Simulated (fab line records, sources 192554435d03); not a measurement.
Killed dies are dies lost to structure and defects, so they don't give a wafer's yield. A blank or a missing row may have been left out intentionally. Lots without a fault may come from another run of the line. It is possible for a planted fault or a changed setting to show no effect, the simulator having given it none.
Which tool was responsible? || flow n5 finfet || 9 lots, 27 wafers sampled, at 6 steps of a route of 1938

== WHAT EACH GAUGE READ, for each wafer ==
N5_FIN_CUT_INSPECT_17: inspects for defects (brightfield).
{"lot": "L782", "measured": "day 2 12:02", "on": "defect inspect-02", "raw defect count": "392 204 280"}
{"lot": "L784", "measured": "day 3 01:25", "on": "defect inspect-02", "raw defect count": "286 271 501"}
{"lot": "L785", "measured": "day 3 05:04", "on": "defect inspect-02", "raw defect count": "125 146 136"}
{"lot": "L788", "measured": "day 3 22:28", "on": "defect inspect-01", "raw defect count": "167 288 160"}
{"lot": "L789", "measured": "day 4 04:03", "on": "defect inspect-02", "raw defect count": "150 228 232"}
{"lot": "L796", "measured": "day 5 23:21", "on": "defect inspect-01", "raw defect count": "262 243 188"}
{"lot": "L797", "measured": "day 6 03:29", "on": "defect inspect-01", "raw defect count": "804 843 873"}
{"lot": "L798", "measured": "day 6 10:49", "on": "defect inspect-01", "raw defect count": "998 903 980"}
{"lot": "L804", "measured": "day 7 22:52", "on": "defect inspect-01", "raw defect count": "194 211 317"}

N5_BEOL_M4_RC_MEAS_101.
{"lot": "L782", "measured": "day 8 08:13", "on": "prober-02", "DIBL_N (mV/V)": "35.9 35.8 38.7", "DIBL_P (mV/V)": "34.4 36.3 38.9", "IOFF_N (nA/um)": "0.14 0.16 0.21", "IOFF_P (nA/um)": "0.17 0.21 0.25", "ION_N (uA/um)": "669 697 704", "ION_P (uA/um)": "455 481 479", "SS_N (mV/dec)": "71.1 71.3 71.7", "SS_P (mV/dec)": "72.3 73.1 74.3", "VT_N (mV)": "254 247 247", "VT_P (mV)": "-253 -251 -248"}
{"lot": "L784", "measured": "day 8 13:13", "on": "prober-02", "DIBL_N (mV/V)": "44.2 35.3 38.9", "DIBL_P (mV/V)": "45.7 36.6 40.1", "IOFF_N (nA/um)": "0.35 0.15 0.20", "IOFF_P (nA/um)": "0.40 0.23 0.28", "ION_N (uA/um)": "696 685 669", "ION_P (uA/um)": "473 471 463", "SS_N (mV/dec)": "73.9 71.3 72.6", "SS_P (mV/dec)": "76.2 73.1 73.9", "VT_N (mV)": "242 251 247", "VT_P (mV)": "-242 -250 -247"}
{"lot": "L785", "measured": "day 8 22:30", "on": "prober-01", "DIBL_N (mV/V)": "37.9 33.1 34.5", "DIBL_P (mV/V)": "36.9 32.0 32.7", "IOFF_N (nA/um)": "0.17 0.11 0.12", "IOFF_P (nA/um)": "0.20 0.14 0.14", "ION_N (uA/um)": "657 679 660", "ION_P (uA/um)": "450 458 447", "SS_N (mV/dec)": "72.0 71.3 70.7", "SS_P (mV/dec)": "73.5 71.7 72.0", "VT_N (mV)": "251 252 257", "VT_P (mV)": "-251 -257 -256"}
{"lot": "L788", "measured": "day 9 10:56", "on": "prober-02", "DIBL_N (mV/V)": "32.5 34.6 34.8", "DIBL_P (mV/V)": "34.2 35.3 36.9", "IOFF_N (nA/um)": "0.14 0.14 0.16", "IOFF_P (nA/um)": "0.19 0.19 0.23", "ION_N (uA/um)": "686 671 694", "ION_P (uA/um)": "485 463 486", "SS_N (mV/dec)": "69.9 71.3 70.7", "SS_P (mV/dec)": "72.6 73.1 73.0", "VT_N (mV)": "249 252 247", "VT_P (mV)": "-249 -250 -247"}
{"lot": "L789", "measured": "day 9 17:10", "on": "prober-01", "DIBL_N (mV/V)": "39.1 35.8 39.2", "DIBL_P (mV/V)": "37.9 35.5 39.8", "IOFF_N (nA/um)": "0.23 0.16 0.24", "IOFF_P (nA/um)": "0.31 0.25 0.35", "ION_N (uA/um)": "676 682 699", "ION_P (uA/um)": "473 475 477", "SS_N (mV/dec)": "73.1 71.4 71.8", "SS_P (mV/dec)": "73.8 73.0 74.4", "VT_N (mV)": "245 250 244", "VT_P (mV)": "-244 -248 -241"}
{"lot": "L796", "measured": "day 11 11:47", "on": "prober-01", "DIBL_N (mV/V)": "35.1 35.5 36.0", "DIBL_P (mV/V)": "35.5 35.2 37.2", "IOFF_N (nA/um)": "0.17 0.16 0.18", "IOFF_P (nA/um)": "0.21 0.20 0.22", "ION_N (uA/um)": "667 662 672", "ION_P (uA/um)": "459 451 461", "SS_N (mV/dec)": "71.8 71.6 72.4", "SS_P (mV/dec)": "73.4 72.3 73.4", "VT_N (mV)": "250 251 250", "VT_P (mV)": "-249 -251 -250"}
{"lot": "L797", "measured": "day 11 19:21", "on": "prober-01", "DIBL_N (mV/V)": "39.2 36.9 36.5", "DIBL_P (mV/V)": "41.4 37.3 37.2", "IOFF_N (nA/um)": "0.21 0.16 0.14", "IOFF_P (nA/um)": "0.29 0.22 0.20", "ION_N (uA/um)": "693 668 665", "ION_P (uA/um)": "474 459 456", "SS_N (mV/dec)": "72.1 71.3 71.3", "SS_P (mV/dec)": "74.3 72.6 73.1", "VT_N (mV)": "249 250 253", "VT_P (mV)": "-245 -251 -253"}
{"lot": "L798", "measured": "day 11 20:03", "on": "prober-02", "DIBL_N (mV/V)": "34.8 32.5 34.2", "DIBL_P (mV/V)": "37.0 34.5 36.5", "IOFF_N (nA/um)": "0.14 0.11 0.13", "IOFF_P (nA/um)": "0.21 0.17 0.19", "ION_N (uA/um)": "662 665 658", "ION_P (uA/um)": "461 463 460", "SS_N (mV/dec)": "71.4 70.2 70.7", "SS_P (mV/dec)": "73.7 72.6 73.0", "VT_N (mV)": "254 258 255", "VT_P (mV)": "-249 -253 -252"}
{"lot": "L804", "measured": "day 13 12:54", "on": "prober-02", "DIBL_N (mV/V)": "36.6 37.9 37.5", "DIBL_P (mV/V)": "38.0 38.7 39.5", "IOFF_N (nA/um)": "0.18 0.18 0.22", "IOFF_P (nA/um)": "0.20 0.21 0.24", "ION_N (uA/um)": "698 673 697", "ION_P (uA/um)": "473 456 466", "SS_N (mV/dec)": "71.7 71.9 72.2", "SS_P (mV/dec)": "73.0 73.6 73.6", "VT_N (mV)": "247 249 243", "VT_P (mV)": "-252 -252 -249"}

== TOOL THAT RAN EACH LOT (tool first, then ch and the chambers of the sampled wafers, then the start) ==
{"lot": "L782", "N5_FIN_CUT_CUT_ETCH_27": "rie diel-06 ch 0,1,3, day 2 11:31", "N5_FIN_CUT_CUT_ETCH_28": "rie si-03 ch 0,1,3, day 2 11:43", "N5_STI_FIN_REVEAL_ALD_14": "ald sin-01 ch 0,2,3, day 2 12:08", "N5_STI_FIN_REVEAL_STRIP_24": "rie diel-03 ch 1,2,3, day 2 17:56"}
{"lot": "L784", "N5_FIN_CUT_CUT_ETCH_27": "rie diel-06 ch 0,2, day 3 00:57", "N5_FIN_CUT_CUT_ETCH_28": "rie si-03 ch 0,1,3, day 3 01:09", "N5_STI_FIN_REVEAL_ALD_14": "ald sin-02 ch 1,2,3, day 3 01:31", "N5_STI_FIN_REVEAL_STRIP_24": "rie diel-03 ch 0,2, day 3 08:02"}
{"lot": "L785", "N5_FIN_CUT_CUT_ETCH_27": "rie diel-06 ch 1,3, day 3 04:32", "N5_FIN_CUT_CUT_ETCH_28": "rie si-03 ch 1,3, day 3 04:44", "N5_STI_FIN_REVEAL_ALD_14": "ald sin-02 ch 1,2, day 3 05:25", "N5_STI_FIN_REVEAL_STRIP_24": "rie diel-03 ch 0,1,2, day 3 11:08"}
{"lot": "L788", "N5_FIN_CUT_CUT_ETCH_27": "rie diel-02 ch 2,3, day 3 22:01", "N5_FIN_CUT_CUT_ETCH_28": "rie si-06 ch 0,2,3, day 3 22:14", "N5_STI_FIN_REVEAL_ALD_14": "ald sin-03 ch 1,2, day 3 22:33", "N5_STI_FIN_REVEAL_STRIP_24": "rie diel-03 ch 1,3, day 4 04:19"}
{"lot": "L789", "N5_FIN_CUT_CUT_ETCH_27": "rie diel-02 ch 1,3, day 4 03:30", "N5_FIN_CUT_CUT_ETCH_28": "rie si-03 ch 0,3, day 4 03:42", "N5_STI_FIN_REVEAL_ALD_14": "ald sin-01 ch 0,2,3, day 4 04:31", "N5_STI_FIN_REVEAL_STRIP_24": "rie diel-01 ch 0,1,3, day 4 10:15"}
{"lot": "L796", "N5_FIN_CUT_CUT_ETCH_27": "rie diel-02 ch 0,2,3, day 5 22:55", "N5_FIN_CUT_CUT_ETCH_28": "rie si-03 ch 2,3, day 5 23:07", "N5_STI_FIN_REVEAL_ALD_14": "ald sin-03 ch 1,2, day 5 23:26", "N5_STI_FIN_REVEAL_STRIP_24": "rie diel-01 ch 2,3, day 6 05:13"}
{"lot": "L797", "N5_FIN_CUT_CUT_ETCH_27": "rie diel-02 ch 1,2,3, day 6 03:02", "N5_FIN_CUT_CUT_ETCH_28": "rie si-03 ch 0,3, day 6 03:15", "N5_STI_FIN_REVEAL_ALD_14": "ald sin-01 ch 0,1,2, day 6 03:34", "N5_STI_FIN_REVEAL_STRIP_24": "rie diel-04 ch 0,1,3, day 6 09:20"}
{"lot": "L798", "N5_FIN_CUT_CUT_ETCH_27": "rie diel-05 ch 2,3, day 6 10:02", "N5_FIN_CUT_CUT_ETCH_28": "rie si-03 ch 0,3, day 6 10:35", "N5_STI_FIN_REVEAL_ALD_14": "ald sin-02 ch 0,2, day 6 10:55", "N5_STI_FIN_REVEAL_STRIP_24": "rie diel-04 ch 1,3, day 6 16:38"}
{"lot": "L804", "N5_FIN_CUT_CUT_ETCH_27": "rie diel-06 ch 0,2,3, day 7 22:26", "N5_FIN_CUT_CUT_ETCH_28": "rie si-06 ch 0,1,3, day 7 22:38", "N5_STI_FIN_REVEAL_ALD_14": "ald sin-03 ch 0,1,3, day 7 23:19", "N5_STI_FIN_REVEAL_STRIP_24": "rie diel-03 ch 0,2,3, day 8 05:08"}
- N5_FIN_CUT_CUT_ETCH_27: etches SiO2 in CHF3/O2, target depth 4 nm, overetch 2 nm, time 4.9 s.
- N5_FIN_CUT_CUT_ETCH_28: etches Si in HBr/Cl2/O2, target depth 6 nm, time 2.4 s.
- N5_STI_FIN_REVEAL_ALD_14: deposits Si3N4, target thk 3 nm.
- N5_STI_FIN_REVEAL_STRIP_24: strips in N2/H2, time 90 s.

== AS READ BY THE TOOLS THEMSELVES (means over the sampled wafers that have a number; for cases with no such wafer, the mark the record gives instead) ==
N5_FIN_CUT_CUT_ETCH_27.
{"lot": "L782", "tool": "rie diel-06", "O2_flow_sccm (sccm)": 5.003, "drypump motor current A (A)": 5.4, "oes product au (a.u.)": 0.59, "rf vpp V (V)": 508, "showerhead plenum p Torr (Torr)": 2.38, "throttle valve pct (%)": 18.70}
{"lot": "L784", "tool": "rie diel-06", "O2_flow_sccm (sccm)": 5.024, "drypump motor current A (A)": 5.6, "oes product au (a.u.)": 0.59, "rf vpp V (V)": 524, "showerhead plenum p Torr (Torr)": 2.49, "throttle valve pct (%)": 18.74}
{"lot": "L785", "tool": "rie diel-06", "O2_flow_sccm (sccm)": 5.007, "drypump motor current A (A)": 5.5, "oes product au (a.u.)": 0.63, "rf vpp V (V)": 497, "showerhead plenum p Torr (Torr)": 2.30, "throttle valve pct (%)": 18.60}
{"lot": "L788", "tool": "rie diel-02", "O2_flow_sccm (sccm)": 5.004, "drypump motor current A (A)": 5.6, "oes product au (a.u.)": 0.61, "rf vpp V (V)": 506, "showerhead plenum p Torr (Torr)": 2.47, "throttle valve pct (%)": 18.81}
{"lot": "L789", "tool": "rie diel-02", "O2_flow_sccm (sccm)": 5.007, "drypump motor current A (A)": 5.9, "oes product au (a.u.)": 0.63, "rf vpp V (V)": 499, "showerhead plenum p Torr (Torr)": 2.40, "throttle valve pct (%)": 18.62}
{"lot": "L796", "tool": "rie diel-02", "O2_flow_sccm (sccm)": 4.994, "drypump motor current A (A)": 5.5, "oes product au (a.u.)": 0.60, "rf vpp V (V)": 517, "showerhead plenum p Torr (Torr)": 2.44, "throttle valve pct (%)": 18.86}
{"lot": "L797", "tool": "rie diel-02", "O2_flow_sccm (sccm)": 5.000, "drypump motor current A (A)": 5.8, "oes product au (a.u.)": 0.60, "rf vpp V (V)": 502, "showerhead plenum p Torr (Torr)": 2.41, "throttle valve pct (%)": 18.75}
{"lot": "L798", "tool": "rie diel-05", "O2_flow_sccm (sccm)": 4.999, "drypump motor current A (A)": 5.1, "oes product au (a.u.)": 0.68, "rf vpp V (V)": 536, "showerhead plenum p Torr (Torr)": 2.50, "throttle valve pct (%)": 18.60}
{"lot": "L804", "tool": "rie diel-06", "O2_flow_sccm (sccm)": 5.007, "drypump motor current A (A)": 5.6, "oes product au (a.u.)": 0.68, "rf vpp V (V)": 512, "showerhead plenum p Torr (Torr)": 2.41, "throttle valve pct (%)": 18.58}

N5_FIN_CUT_CUT_ETCH_28.
{"lot": "L782", "tool": "rie si-03", "O2_flow_sccm (sccm)": 12.00, "drypump motor current A (A)": 5.5, "oes product au (a.u.)": 0.989, "throttle valve pct (%)": 36.9}
{"lot": "L784", "tool": "rie si-03", "O2_flow_sccm (sccm)": 12.02, "drypump motor current A (A)": 5.5, "oes product au (a.u.)": 0.995, "throttle valve pct (%)": 36.9}
{"lot": "L785", "tool": "rie si-03", "O2_flow_sccm (sccm)": 12.02, "drypump motor current A (A)": 5.4, "oes product au (a.u.)": 0.983, "throttle valve pct (%)": 37.2}
{"lot": "L788", "tool": "rie si-06", "O2_flow_sccm (sccm)": 12.02, "drypump motor current A (A)": 5.4, "oes product au (a.u.)": 0.991, "throttle valve pct (%)": 38.0}
{"lot": "L789", "tool": "rie si-03", "O2_flow_sccm (sccm)": 11.95, "drypump motor current A (A)": 5.6, "oes product au (a.u.)": 1.006, "throttle valve pct (%)": 36.5}
{"lot": "L796", "tool": "rie si-03", "O2_flow_sccm (sccm)": 11.96, "drypump motor current A (A)": 6.0, "oes product au (a.u.)": 0.979, "throttle valve pct (%)": 36.5}
{"lot": "L797", "tool": "rie si-03", "O2_flow_sccm (sccm)": 12.00, "drypump motor current A (A)": 5.3, "oes product au (a.u.)": 1.010, "throttle valve pct (%)": 36.6}
{"lot": "L798", "tool": "rie si-03", "O2_flow_sccm (sccm)": 12.00, "drypump motor current A (A)": 5.6, "oes product au (a.u.)": 1.006, "throttle valve pct (%)": 36.5}
{"lot": "L804", "tool": "rie si-06", "O2_flow_sccm (sccm)": 11.99, "drypump motor current A (A)": 5.3, "oes product au (a.u.)": 0.990, "throttle valve pct (%)": 37.7}

N5_STI_FIN_REVEAL_ALD_14.
{"lot": "L782", "tool": "ald sin-01", "heater power w (W)": 879}
{"lot": "L784", "tool": "ald sin-02", "heater power w (W)": 813}
{"lot": "L785", "tool": "ald sin-02", "heater power w (W)": 880}
{"lot": "L788", "tool": "ald sin-03", "heater power w (W)": 797}
{"lot": "L789", "tool": "ald sin-01", "heater power w (W)": 883}
{"lot": "L796", "tool": "ald sin-03", "heater power w (W)": 803}
{"lot": "L797", "tool": "ald sin-01", "heater power w (W)": 875}
{"lot": "L798", "tool": "ald sin-02", "heater power w (W)": 775}
{"lot": "L804", "tool": "ald sin-03", "heater power w (W)": 841}

N5_STI_FIN_REVEAL_STRIP_24.
{"lot": "L782", "tool": "rie diel-03", "drypump motor current A (A)": 5.6, "oes product au (a.u.)": 0.85, "rf vpp V (V)": 45.0, "showerhead plenum p Torr (Torr)": 3.44, "throttle valve pct (%)": 12.0}
{"lot": "L784", "tool": "rie diel-03", "drypump motor current A (A)": 6.2, "oes product au (a.u.)": 0.78, "rf vpp V (V)": 45.7, "showerhead plenum p Torr (Torr)": 3.44, "throttle valve pct (%)": 12.3}
{"lot": "L785", "tool": "rie diel-03", "drypump motor current A (A)": 5.9, "oes product au (a.u.)": 0.85, "rf vpp V (V)": 45.1, "showerhead plenum p Torr (Torr)": 3.45, "throttle valve pct (%)": 12.0}
{"lot": "L788", "tool": "rie diel-03", "drypump motor current A (A)": 5.4, "oes product au (a.u.)": 0.88, "rf vpp V (V)": 45.2, "showerhead plenum p Torr (Torr)": 3.54, "throttle valve pct (%)": 12.0}
{"lot": "L789", "tool": "rie diel-01", "drypump motor current A (A)": 6.0, "oes product au (a.u.)": 0.78, "rf vpp V (V)": 45.3, "showerhead plenum p Torr (Torr)": 3.42, "throttle valve pct (%)": 12.2}
{"lot": "L796", "tool": "rie diel-01", "drypump motor current A (A)": 5.3, "oes product au (a.u.)": 0.70, "rf vpp V (V)": 45.4, "showerhead plenum p Torr (Torr)": 3.33, "throttle valve pct (%)": 12.7}
{"lot": "L797", "tool": "rie diel-04", "drypump motor current A (A)": 5.4, "oes product au (a.u.)": 0.84, "rf vpp V (V)": 44.6, "showerhead plenum p Torr (Torr)": 3.39, "throttle valve pct (%)": 12.2}
{"lot": "L798", "tool": "rie diel-04", "drypump motor current A (A)": 5.6, "oes product au (a.u.)": 0.85, "rf vpp V (V)": 45.4, "showerhead plenum p Torr (Torr)": 3.29, "throttle valve pct (%)": 12.1}
{"lot": "L804", "tool": "rie diel-03", "drypump motor current A (A)": 6.0, "oes product au (a.u.)": 0.73, "rf vpp V (V)": 45.3, "showerhead plenum p Torr (Torr)": 3.40, "throttle valve pct (%)": 12.4}

== THE ANSWER, worked out from the rows above alone ==
Rule: the lots themselves supply what counts as usual. Put in order of their means at a reading, lots are off if they are a third of the lots or fewer, leave a main group of 4 or more, and stand apart from it by a gap of 3 or more times the standard deviation of the main group's means; of several such gaps the widest counts. A main group whose means are all the same, to the digits that the tables above print for the reading, isn't used. A lot without any number at a reading at which 4 lots or more have one is off too. The other lots that the step has rows for count as sound. The gauges are gone through in route order, then the tools' own readings, and for those a lot's mean is taken as printed above. At the first step where some lot is off, the reading lying furthest off is the one used; lots without a number count as furthest.
Off, at N5_FIN_CUT_INSPECT_17 on raw defect count: L797, L798. The main group: mean 237, standard deviation 64.
If a tool, at a process step before that reading, ran all the lots that are off and no sound lot after the first of them, it fits. Gauges at N5_FIN_CUT_INSPECT_17: tried the same way as those tools. One fits: N5_FIN_CUT_CUT_ETCH_28 on rie si-03. A fault onset in the window from L796 (day 5 23:07, its last sound lot) to L797 (day 6 03:15, its first lot off) fits.

== WHAT THE SIMULATOR HAD PUT IN ==
Chamber particle source: rie si-03, from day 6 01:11 on, at N5_FIN_CUT_CUT_ETCH_28. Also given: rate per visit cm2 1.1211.
Shown lots that were struck: L797, L798. The same result came from the rule above.
